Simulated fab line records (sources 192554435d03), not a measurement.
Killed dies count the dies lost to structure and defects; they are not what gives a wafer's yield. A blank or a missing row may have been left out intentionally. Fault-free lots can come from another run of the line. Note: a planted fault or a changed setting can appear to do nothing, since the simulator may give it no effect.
fab line records :: flow n5Finfet
record:
  lots: 6
  wafers: 17
  lastDay: 18
route steps=1938 shown WELL_APT@35 PASSIVATION@1936
lots with no fault: from the same line, run without faults
startH: hours from the record's first day to the start of the lot's first wafer shown :: waitH: hours since the lot's step before :: " identical to the entry in the row above :: L1.1+2: a row that stands for several wafers :: - either no value or no given start :: * or withheld: withheld :: < > ~ a bound
route shown NAME@n: a module of which the file shows steps, and the number in the route of the first :: usual: mean/standard deviation of fault-free wafers :: same: alike in all rows :: chamber/n: place in a boat :: sites: per-site readings :: _std_site: their standard deviation :: _edge_site: the outer-site mean with the inner-site mean subtracted :: radiusMm: for every site, how far away it sits from the centre of the wafer :: mask NAME#n: copy n :: behind: the tool/chamber that last shaped the wafer :: hold: cause of the lot's hold/its duration in hours/its outcome :: device: the n, p or np transistor that did not switch :: end of line: the same wafers' tests at the end of the route :: a step without rows: its recipe alone :: killed: count of dies lost to structure and defects at first sort (not the wafer's yield) :: map: a wafer's dies, x killed, . not, _ none there
set.NAME: setting as actually run; set.NAME@STEP: the setting as run at that earlier step :: model.NAME: the simulator's own value behind a step, which no gauge read
lots at some steps of the route; a table a step, a row a wafer
services: when a tool's chamber went out of use (startH, in hours from the record's first day, below 0 if earlier), for how many hours, and the reason
== steps ==
step: N5_WELL_APT_HMDS_18
recipe:
  timeS: 60
  tempC: 120
step: N5_WELL_APT_COAT_19
recipe:
  spinRpm: 1357
  resistThkNm: 950
step: N5_WELL_APT_EBR_21
recipe:
  solvent: PGMEA
  ebrWidthMm: 1.5
step: N5_WELL_APT_SOFTBAKE_20
recipe:
  tempC: 130
  timeS: 60
step: N5_WELL_APT_EXPOSE_22
recipe:
  maskId: PWELL
  na: 0.8
  sourceShape: conventional
  sigmaOuter: 0.8
  polarization: unpolarized
  defocusNm: 0
  targetCdNm: 200
  doseMj: 23.2
step: N5_WELL_APT_PEB_23
recipe:
  pebTempC: 130
  pebTimeS: 90
step: N5_WELL_APT_DEVELOP_24
recipe:
  developTimeS: 45
  rinseLiquid: surfactantRinse
  dry: airSpin
  devTempC: 21
step: N5_WELL_APT_HARDBAKE_29
recipe:
  tempC: 130
  timeS: 120
step: N5_WELL_APT_CD_MEAS_25
recipe:
  targetCdNm: 200
  landingEnergyEv: 500
  detector: seInlens
usual:
  cdNm: 199.5/2.3
lot.wafer: L357.3
tool: cdSem-02
chamber: 0
startH: 50.85
waitH: -
cdNm: 195.3

lot.wafer: L357.4
tool: cdSem-02
chamber: 0
startH: 50.85
waitH: -
cdNm: 196.4

lot.wafer: L357.6
tool: cdSem-02
chamber: 0
startH: 50.85
waitH: -
cdNm: 197.8

lot.wafer: L359.2
tool: cdSem-03
chamber: 0
startH: 62.93
waitH: -
cdNm: 196.1

lot.wafer: L359.3
tool: cdSem-03
chamber: 0
startH: 62.93
waitH: -
cdNm: 194.2

lot.wafer: L359.5
tool: cdSem-03
chamber: 0
startH: 62.93
waitH: -
cdNm: 195.3

lot.wafer: L364.1
tool: cdSem-03
chamber: 0
startH: 92.92
waitH: -
cdNm: 198.9

lot.wafer: L364.5
tool: cdSem-03
chamber: 0
startH: 92.92
waitH: -
cdNm: 201.2

lot.wafer: L368.2
tool: cdSem-01
chamber: 0
startH: 117.65
waitH: -
cdNm: 202.4

lot.wafer: L368.3
tool: cdSem-01
chamber: 0
startH: 117.65
waitH: -
cdNm: 200.5

lot.wafer: L368.4
tool: cdSem-01
chamber: 0
startH: 117.65
waitH: -
cdNm: 202.1

lot.wafer: L372.2
tool: cdSem-02
chamber: 0
startH: 140.70
waitH: -
cdNm: 198.8

lot.wafer: L372.3
tool: cdSem-02
chamber: 0
startH: 140.70
waitH: -
cdNm: 197.7

lot.wafer: L372.5
tool: cdSem-02
chamber: 0
startH: 140.70
waitH: -
cdNm: 202.4

lot.wafer: L373.2
tool: cdSem-03
chamber: 0
startH: 147.78
waitH: -
cdNm: 198.3

lot.wafer: L373.3
tool: cdSem-03
chamber: 0
startH: 147.78
waitH: -
cdNm: 198.5

lot.wafer: L373.5
tool: cdSem-03
chamber: 0
startH: 147.78
waitH: -
cdNm: 200.4
step: N5_WELL_APT_OVL_MEAS_26
recipe:
  pointsPerWafer: 44
usual:
  PWELL_OVL: -3/4.8
lot.wafer: L357.3
tool: overlay-01
chamber: 0
startH: 50.88
waitH: 0.0
PWELL_OVL[nm]: 3

lot.wafer: L357.4
tool: overlay-01
chamber: 0
startH: 50.88
waitH: 0.0
PWELL_OVL[nm]: -6

lot.wafer: L357.6
tool: overlay-01
chamber: 0
startH: 50.88
waitH: 0.0
PWELL_OVL[nm]: -4

lot.wafer: L359.2
tool: overlay-02
chamber: 0
startH: 62.96
waitH: 0.0
PWELL_OVL[nm]: 3

lot.wafer: L359.3
tool: overlay-02
chamber: 0
startH: 62.96
waitH: 0.0
PWELL_OVL[nm]: -8

lot.wafer: L359.5
tool: overlay-02
chamber: 0
startH: 62.96
waitH: 0.0
PWELL_OVL[nm]: 5

lot.wafer: L364.1
tool: overlay-02
chamber: 0
startH: 92.96
waitH: 0.0
PWELL_OVL[nm]: -16

lot.wafer: L364.5
tool: overlay-02
chamber: 0
startH: 92.96
waitH: 0.0
PWELL_OVL[nm]: -12

lot.wafer: L368.2
tool: overlay-01
chamber: 0
startH: 117.68
waitH: 0.0
PWELL_OVL[nm]: -7

lot.wafer: L368.3
tool: overlay-01
chamber: 0
startH: 117.68
waitH: 0.0
PWELL_OVL[nm]: -4

lot.wafer: L368.4
tool: overlay-01
chamber: 0
startH: 117.68
waitH: 0.0
PWELL_OVL[nm]: -3

lot.wafer: L372.2
tool: overlay-02
chamber: 0
startH: 140.73
waitH: 0.0
PWELL_OVL[nm]: -1

lot.wafer: L372.3
tool: overlay-02
chamber: 0
startH: 140.73
waitH: 0.0
PWELL_OVL[nm]: -1

lot.wafer: L372.5
tool: overlay-02
chamber: 0
startH: 140.73
waitH: 0.0
PWELL_OVL[nm]: -8

lot.wafer: L373.2
tool: overlay-02
chamber: 0
startH: 147.81
waitH: 0.0
PWELL_OVL[nm]: 0

lot.wafer: L373.3
tool: overlay-02
chamber: 0
startH: 147.81
waitH: 0.0
PWELL_OVL[nm]: 4

lot.wafer: L373.5
tool: overlay-02
chamber: 0
startH: 147.81
waitH: 0.0
PWELL_OVL[nm]: -3
step: N5_WELL_APT_INSPECT_27
recipe:
  mode: adi
  inspectInstrument: macro
usual:
  rawDefectCount: 2.3/1.3
lot.wafer: L357.3
tool: defectInspect-01
chamber: -
startH: 50.90
waitH: 0.0
rawDefectCount: 2

lot.wafer: L357.4
tool: defectInspect-01
chamber: -
startH: 50.90
waitH: 0.0
rawDefectCount: 1

lot.wafer: L357.6
tool: defectInspect-01
chamber: -
startH: 50.90
waitH: 0.0
rawDefectCount: 3

lot.wafer: L359.2
tool: defectInspect-01
chamber: -
startH: 62.98
waitH: 0.0
rawDefectCount: 2

lot.wafer: L359.3
tool: defectInspect-01
chamber: -
startH: 62.98
waitH: 0.0
rawDefectCount: 2

lot.wafer: L359.5
tool: defectInspect-01
chamber: -
startH: 62.98
waitH: 0.0
rawDefectCount: 4

lot.wafer: L364.1
tool: defectInspect-01
chamber: -
startH: 92.98
waitH: 0.0
rawDefectCount: 2

lot.wafer: L364.5
tool: defectInspect-01
chamber: -
startH: 92.98
waitH: 0.0
rawDefectCount: 1

lot.wafer: L368.2
tool: defectInspect-02
chamber: -
startH: 117.70
waitH: 0.0
rawDefectCount: 1

lot.wafer: L368.3
tool: defectInspect-02
chamber: -
startH: 117.70
waitH: 0.0
rawDefectCount: 4

lot.wafer: L368.4
tool: defectInspect-02
chamber: -
startH: 117.70
waitH: 0.0
rawDefectCount: 0

lot.wafer: L372.2
tool: defectInspect-01
chamber: -
startH: 140.75
waitH: 0.0
rawDefectCount: 5

lot.wafer: L372.3
tool: defectInspect-01
chamber: -
startH: 140.75
waitH: 0.0
rawDefectCount: 1

lot.wafer: L372.5
tool: defectInspect-01
chamber: -
startH: 140.75
waitH: 0.0
rawDefectCount: 1

lot.wafer: L373.2
tool: defectInspect-01
chamber: -
startH: 147.83
waitH: 0.0
rawDefectCount: 4

lot.wafer: L373.3
tool: defectInspect-01
chamber: -
startH: 147.83
waitH: 0.0
rawDefectCount: 2

lot.wafer: L373.5
tool: defectInspect-01
chamber: -
startH: 147.83
waitH: 0.0
rawDefectCount: 1
step: N5_WELL_APT_DESCUM_30
recipe:
  chemistry: O2
  timeS: 7.9
  sourcePowerW: 50
  biasPowerW: 20
  pressureMtorr: 20
  rfFrequencyHz: 2.712e+07
  tempC: 40
  o2FlowSccm: 225
usual:
  drypumpMotorCurrentA: 5.4/0.42
  oesProductAu: 0.80/0.078
  rfVppV: 243.5/1.4
  showerheadPlenumPTorr: 2.12/0.084
  throttleValvePct: 20.44/0.26
lot.wafer: L357.3
tool: rieDiel-05
chamber: 3
startH: 50.94
waitH: 0.0
drypumpMotorCurrentA: 5.1
oesProductAu: 0.91
rfHoursCounterH: 33
rfVppV: 243.2
showerheadPlenumPTorr: 2.15
throttleValvePct: 20.53

lot.wafer: L357.4
tool: rieDiel-05
chamber: 2
startH: 50.94
waitH: 0.0
drypumpMotorCurrentA: 5.2
oesProductAu: 0.71
rfHoursCounterH: 204
rfVppV: 245.1
showerheadPlenumPTorr: 2.17
throttleValvePct: 20.39

lot.wafer: L357.6
tool: rieDiel-05
chamber: 3
startH: 50.94
waitH: 0.0
drypumpMotorCurrentA: 5.1
oesProductAu: 0.91
rfHoursCounterH: -
rfVppV: 244.0
showerheadPlenumPTorr: 2.15
throttleValvePct: 20.53

lot.wafer: L359.2
tool: rieDiel-01
chamber: 3
startH: 63.02
waitH: 0.0
drypumpMotorCurrentA: 5.7
oesProductAu: 0.82
rfHoursCounterH: 71
rfVppV: 243.4
showerheadPlenumPTorr: 2.12
throttleValvePct: 20.68

lot.wafer: L359.3
tool: rieDiel-01
chamber: 1
startH: 63.02
waitH: 0.0
drypumpMotorCurrentA: 5.7
oesProductAu: 0.67
rfHoursCounterH: 245
rfVppV: 242.1
showerheadPlenumPTorr: 1.97
throttleValvePct: 21.04

lot.wafer: L359.5
tool: rieDiel-01
chamber: 1
startH: 63.02
waitH: 0.0
drypumpMotorCurrentA: 5.7
oesProductAu: 0.66
rfHoursCounterH: -
rfVppV: 240.9
showerheadPlenumPTorr: 1.97
throttleValvePct: 21.05

lot.wafer: L364.1
tool: rieDiel-02
chamber: 0
startH: 93.01
waitH: 0.0
drypumpMotorCurrentA: 4.9
oesProductAu: 0.80
rfHoursCounterH: 127
rfVppV: 244.5
showerheadPlenumPTorr: 2.10
throttleValvePct: 20.33

lot.wafer: L364.5
tool: rieDiel-02
chamber: 2
startH: 93.01
waitH: 0.0
drypumpMotorCurrentA: 6.3
oesProductAu: 0.89
rfHoursCounterH: -
rfVppV: 245.1
showerheadPlenumPTorr: 2.20
throttleValvePct: 20.16

lot.wafer: L368.2
tool: rieDiel-01
chamber: 0
startH: 117.80
waitH: 0.1
drypumpMotorCurrentA: 6.0
oesProductAu: 0.71
rfHoursCounterH: 222
rfVppV: 239.0
showerheadPlenumPTorr: 1.96
throttleValvePct: 20.59

lot.wafer: L368.3
tool: rieDiel-01
chamber: 1
startH: 117.80
waitH: 0.1
drypumpMotorCurrentA: 5.7
oesProductAu: 0.96
rfHoursCounterH: 5
rfVppV: 245.9
showerheadPlenumPTorr: 2.23
throttleValvePct: 20.60

lot.wafer: L368.4
tool: rieDiel-01
chamber: 2
startH: 117.80
waitH: 0.1
drypumpMotorCurrentA: 5.2
oesProductAu: 0.83
rfHoursCounterH: 62
rfVppV: 245.0
showerheadPlenumPTorr: 2.10
throttleValvePct: 19.88

lot.wafer: L372.2
tool: rieDiel-02
chamber: 1
startH: 140.79
waitH: 0.0
drypumpMotorCurrentA: 5.0
oesProductAu: 0.80
rfHoursCounterH: 89
rfVppV: 244.3
showerheadPlenumPTorr: 2.23
throttleValvePct: 20.53

lot.wafer: L372.3
tool: rieDiel-02
chamber: 0
startH: 140.79
waitH: 0.0
drypumpMotorCurrentA: 4.9
oesProductAu: 0.77
rfHoursCounterH: 145
rfVppV: 242.9
showerheadPlenumPTorr: 2.09
throttleValvePct: 20.36

lot.wafer: L372.5
tool: rieDiel-02
chamber: 3
startH: 140.79
waitH: 0.0
drypumpMotorCurrentA: 5.2
oesProductAu: 0.77
rfHoursCounterH: -
rfVppV: 242.9
showerheadPlenumPTorr: 2.12
throttleValvePct: 20.54

lot.wafer: L373.2
tool: rieDiel-05
chamber: 3
startH: 147.86
waitH: 0.0
drypumpMotorCurrentA: 5.1
oesProductAu: 0.87
rfHoursCounterH: 68
rfVppV: 243.8
showerheadPlenumPTorr: 2.13
throttleValvePct: 20.60

lot.wafer: L373.3
tool: rieDiel-05
chamber: 0
startH: 147.86
waitH: 0.0
drypumpMotorCurrentA: 5.4
oesProductAu: 0.91
rfHoursCounterH: 39
rfVppV: 243.5
showerheadPlenumPTorr: 2.03
throttleValvePct: 20.42

lot.wafer: L373.5
tool: rieDiel-05
chamber: 3
startH: 147.86
waitH: 0.0
drypumpMotorCurrentA: 5.1
oesProductAu: 0.88
rfHoursCounterH: -
rfVppV: 244.0
showerheadPlenumPTorr: 2.13
throttleValvePct: 20.57
step: N5_WELL_APT_IMPLANT_31
recipe:
  species: B
  energyKev: 60
  doseCm2: 1.5e+13
  tiltDeg: 0
  rotationDeg: 0
usual:
  doseIonsCm2: 1.4998e+13/1.6e+10
  faradayCurrentUA: 191/3.9
  tiltDeg: 0.004/0.018
lot.wafer: L357.3
tool: implanter-01
chamber: 0
startH: 51.09
waitH: 0.1
doseIonsCm2: 1.4988e+13
faradayCurrentUA: 185
tiltDeg: 0.036

lot.wafer: L357.4
tool: implanter-01
chamber: 0
startH: 51.09
waitH: 0.1
doseIonsCm2: 1.4984e+13
faradayCurrentUA: 190
tiltDeg: 0.022

lot.wafer: L357.6
tool: implanter-01
chamber: 0
startH: 51.09
waitH: 0.1
doseIonsCm2: 1.4991e+13
faradayCurrentUA: 189
tiltDeg: 0.004

lot.wafer: L359.2
tool: implanter-01
chamber: 0
startH: 63.15
waitH: 0.1
doseIonsCm2: 1.4985e+13
faradayCurrentUA: 195
tiltDeg: 0.000

lot.wafer: L359.3
tool: implanter-01
chamber: 0
startH: 63.15
waitH: 0.1
doseIonsCm2: 1.4983e+13
faradayCurrentUA: 187
tiltDeg: 0.005

lot.wafer: L359.5
tool: implanter-01
chamber: 0
startH: 63.15
waitH: 0.1
doseIonsCm2: 1.4985e+13
faradayCurrentUA: 189
tiltDeg: -0.011

lot.wafer: L364.1
tool: implanter-02
chamber: 0
startH: 93.11
waitH: 0.1
doseIonsCm2: 1.4996e+13
faradayCurrentUA: 188
tiltDeg: -0.004

lot.wafer: L364.5
tool: implanter-02
chamber: 0
startH: 93.11
waitH: 0.1
doseIonsCm2: 1.5008e+13
faradayCurrentUA: 195
tiltDeg: -0.031

lot.wafer: L368.2
tool: implanter-02
chamber: 0
startH: 117.93
waitH: 0.1
doseIonsCm2: 8.715e+12
faradayCurrentUA: 108
tiltDeg: 0.016

lot.wafer: L368.3
tool: implanter-02
chamber: 0
startH: 117.93
waitH: 0.1
doseIonsCm2: 8.725e+12
faradayCurrentUA: 112
tiltDeg: -0.007

lot.wafer: L368.4
tool: implanter-02
chamber: 0
startH: 117.93
waitH: 0.1
doseIonsCm2: 8.719e+12
faradayCurrentUA: 110
tiltDeg: -0.002

lot.wafer: L372.2
tool: implanter-02
chamber: 0
startH: 140.92
waitH: 0.1
doseIonsCm2: 8.706e+12
faradayCurrentUA: 110
tiltDeg: 0.003

lot.wafer: L372.3
tool: implanter-02
chamber: 0
startH: 140.92
waitH: 0.1
doseIonsCm2: 8.733e+12
faradayCurrentUA: 111
tiltDeg: 0.019

lot.wafer: L372.5
tool: implanter-02
chamber: 0
startH: 140.92
waitH: 0.1
doseIonsCm2: 8.731e+12
faradayCurrentUA: 109
tiltDeg: 0.032

lot.wafer: L373.2
tool: implanter-01
chamber: 0
startH: 147.99
waitH: 0.1
doseIonsCm2: 1.4997e+13
faradayCurrentUA: 192
tiltDeg: -0.002

lot.wafer: L373.3
tool: implanter-01
chamber: 0
startH: 147.99
waitH: 0.1
doseIonsCm2: 1.4999e+13
faradayCurrentUA: 190
tiltDeg: 0.016

lot.wafer: L373.5
tool: implanter-01
chamber: 0
startH: 147.99
waitH: 0.1
doseIonsCm2: 1.4981e+13
faradayCurrentUA: 192
tiltDeg: 0.016
step: N5_WELL_APT_IMPLANT_32
recipe:
  species: BF2
  energyKev: 50
  doseCm2: 2e+13
  tiltDeg: 0
  rotationDeg: 0
step: N5_PASSIVATION_PROBE_49
usual:
  killed_at_M0_to_M3: 34/10
  killed_at_M4_up: 13/5.4
  killedAtContacts: 13/6
  killedAtFrontEnd: 42/13
  killedAtOther: 4/3.2
  killedDies: 107/18
  killedOpen: 69/14
  killedShort: 35/7.7
same:
  grossDies: 1180
  killedAtBackSide: 0
lot.wafer: L359.2
tool: prober-02
chamber: -
startH: 327.06
waitH: 0.1
killed_at_M0_to_M3: 46
killed_at_M4_up: 18
killedAtContacts: 18
killedAtFrontEnd: 25
killedAtOther: 7
killedDies: 114
killedOpen: 74
killedShort: 38

lot.wafer: L359.3
tool: prober-02
chamber: -
startH: 327.11
waitH: 0.1
killed_at_M0_to_M3: 28
killed_at_M4_up: 8
killedAtContacts: 27
killedAtFrontEnd: 38
killedAtOther: 10
killedDies: 111
killedOpen: 82
killedShort: 23

lot.wafer: L359.5
tool: prober-02
chamber: -
startH: 327.21
waitH: 0.2
killed_at_M0_to_M3: 36
killed_at_M4_up: 7
killedAtContacts: 22
killedAtFrontEnd: 37
killedAtOther: 0
killedDies: 102
killedOpen: 60
killedShort: 39

lot.wafer: L364.1
tool: prober-01
chamber: -
startH: 357.41
waitH: 0.0
killed_at_M0_to_M3: 37
killed_at_M4_up: 7
killedAtContacts: 6
killedAtFrontEnd: 50
killedAtOther: 4
killedDies: 104
killedOpen: 65
killedShort: 38

lot.wafer: L364.5
tool: prober-01
chamber: -
startH: 357.61
waitH: 0.2
killed_at_M0_to_M3: 49
killed_at_M4_up: 8
killedAtContacts: 10
killedAtFrontEnd: 35
killedAtOther: 4
killedDies: 106
killedOpen: 71
killedShort: 34

lot.wafer: L368.2
tool: prober-01
chamber: -
startH: 388.65
waitH: 0.1
killed_at_M0_to_M3: 42
killed_at_M4_up: 14
killedAtContacts: 14
killedAtFrontEnd: 25
killedAtOther: 5
killedDies: 100
killedOpen: 64
killedShort: 34

lot.wafer: L368.3
tool: prober-01
chamber: -
startH: 388.70
waitH: 0.1
killed_at_M0_to_M3: 44
killed_at_M4_up: 24
killedAtContacts: 9
killedAtFrontEnd: 26
killedAtOther: 2
killedDies: 105
killedOpen: 77
killedShort: 23

lot.wafer: L368.4
tool: prober-01
chamber: -
startH: 388.75
waitH: 0.2
killed_at_M0_to_M3: 51
killed_at_M4_up: 17
killedAtContacts: 10
killedAtFrontEnd: 25
killedAtOther: 8
killedDies: 111
killedOpen: 66
killedShort: 41
killed by level:class
L359.2 MOL_CONTACT_COAG:geometricParticle:open=13 BEOL_M0_SAQP:geometricParticle:open=11 BEOL_M4:geometricParticle:open=10 FIN_SAQP:geometricParticle:short=9 BEOL_M3:geometricParticle:open=9 BEOL_M1:geometricParticle:open=6 MOL_CONTACT_COAG:geometricParticle:short=5 BEOL_M0_SAQP:geometricParticle:short=5
L359.3 MOL_CONTACT_COAG:geometricParticle:open=23 BEOL_M2:geometricParticle:open=16 FIN_SAQP:geometricParticle:open=13 PASSIVATION:areaEtch=6 DUMMY_GATE:geometricParticle:open=5 FIN_SAQP:geometricParticle:short=4 STI_FIN_REVEAL:geometricParticle:open=4 MOL_CONTACT_COAG:geometricParticle:short=4
L359.5 MOL_CONTACT_COAG:geometricParticle:open=15 BEOL_M0_SAQP:geometricParticle:short=12 FIN_SAQP:geometricParticle:short=10 FIN_SAQP:geometricParticle:open=7 STI_FIN_REVEAL:geometricParticle:open=7 BEOL_M0_SAQP:geometricParticle:open=7 MOL_CONTACT_COAG:geometricParticle:short=6 BEOL_M2:geometricParticle:open=6
L364.1 STI_FIN_REVEAL:geometricParticle:open=13 BEOL_M1:geometricParticle:open=12 FIN_SAQP:geometricParticle:short=10 STI_FIN_REVEAL:geometricParticle:short=7 BEOL_M0_SAQP:geometricParticle:open=7 BEOL_M0_SAQP:geometricParticle:short=7 MOL_CONTACT_COAG:geometricParticle:open=6 FIN_SAQP:geometricParticle:open=5
L364.5 BEOL_M0:geometricParticle:open=10 BEOL_M0_SAQP:geometricParticle:open=9 STI_FIN_REVEAL:geometricParticle:open=8 DUMMY_GATE:geometricParticle:open=8 BEOL_M0_SAQP:geometricParticle:short=7 MOL_CONTACT_COAG:geometricParticle:open=7 BEOL_M1:geometricParticle:open=7 BEOL_M2:geometricParticle:open=6
L368.2 BEOL_M0_SAQP:geometricParticle:open=14 BEOL_M0_SAQP:geometricParticle:short=12 STI_FIN_REVEAL:geometricParticle:open=9 MOL_CONTACT_COAG:geometricParticle:open=7 BEOL_M4:geometricParticle:open=7 MOL_CONTACT_COAG:geometricParticle:short=6 BEOL_M2:geometricParticle:open=6 FIN_SAQP:geometricParticle:short=5
L368.3 BEOL_M4:geometricParticle:open=20 BEOL_M0_SAQP:geometricParticle:open=11 BEOL_M0_SAQP:geometricParticle:short=8 BEOL_M2:geometricParticle:open=7 FIN_SAQP:geometricParticle:open=6 MOL_CONTACT_COAG:geometricParticle:open=6 BEOL_M3:geometricParticle:open=6 GATE_CUT:geometricParticle:short=5
L368.4 BEOL_M0_SAQP:geometricParticle:open=15 BEOL_M0_SAQP:geometricParticle:short=11 BEOL_M1:geometricParticle:open=9 GATE_CUT:geometricParticle:short=7 BEOL_M4:geometricParticle:open=7 PAD_METAL:geometricParticle:short=6 DUMMY_GATE:geometricParticle:open=5 MOL_CONTACT_COAG:geometricParticle:open=5
== services ==
tool: implanter-02
chamber: -
startH: 53.55
hours: 4.0
kind: repair

tool: rieDiel-05
chamber: 0
startH: 53.76
hours: 11.6
kind: repair

tool: implanter-01
chamber: -
startH: 59.65
hours: 1.6
kind: pm

tool: rieDiel-01
chamber: 1
startH: 76.89
hours: -
kind: clean

tool: rieDiel-01
chamber: 1
startH: 76.89
hours: -
kind: consumableReplace:focusRing

tool: rieDiel-01
chamber: 1
startH: 76.89
hours: -
kind: consumableReplace:showerhead

tool: rieDiel-01
chamber: 1
startH: 76.89
hours: 15.8
kind: scheduledDown

tool: rieDiel-01
chamber: 1
startH: 76.89
hours: 15.8
kind: ventCycle

tool: implanter-01
chamber: -
startH: 77.09
hours: 31.6
kind: repair

tool: implanter-02
chamber: -
startH: 97.80
hours: 1.3
kind: repair

tool: rieDiel-05
chamber: -
startH: 112.03
hours: 4.3
kind: pm

tool: rieDiel-02
chamber: 2
startH: 136.70
hours: 8.8
kind: repair
== key ==
firstSign:
  step: N5_WELL_APT_IMPLANT_31
  reading: doseIonsCm2
  direction: down
  sigmas: 99+
  usual: 1.4998e+13
  struck: 8.721e+12
effect:
  step: N5_WELL_APT_IMPLANT_31
  reading: faradayCurrentUA
  direction: down
  sigmas: 21
  usual: 191
  struck: 110
metAt N5_WELL_APT_IMPLANT_31
struckWafers L368.2,L368.3,L368.4,L372.2,L372.3,L372.5
testerLeftOut L368,L372
onsetBetween 93.11 117.93
fault:
  kind: processParameterDrift
  tool: implanter-02
  chamber: -
  onsetH: 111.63
  steps: N5_WELL_APT_IMPLANT_31
  channel: doseCm2
  offset: -6.2871e+12
  shape: step
  endH: 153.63
  actsIn: theseRecipesOnly
  stated: 1.5e+13
testerLeftOut: of these lots the tester's yield and bins aren't shown, on N5 and GAA mostly nor the transistor test; their killed dies are dies lost to structure and defects alone, not to doping, threshold or leakage, so they don't give the yield
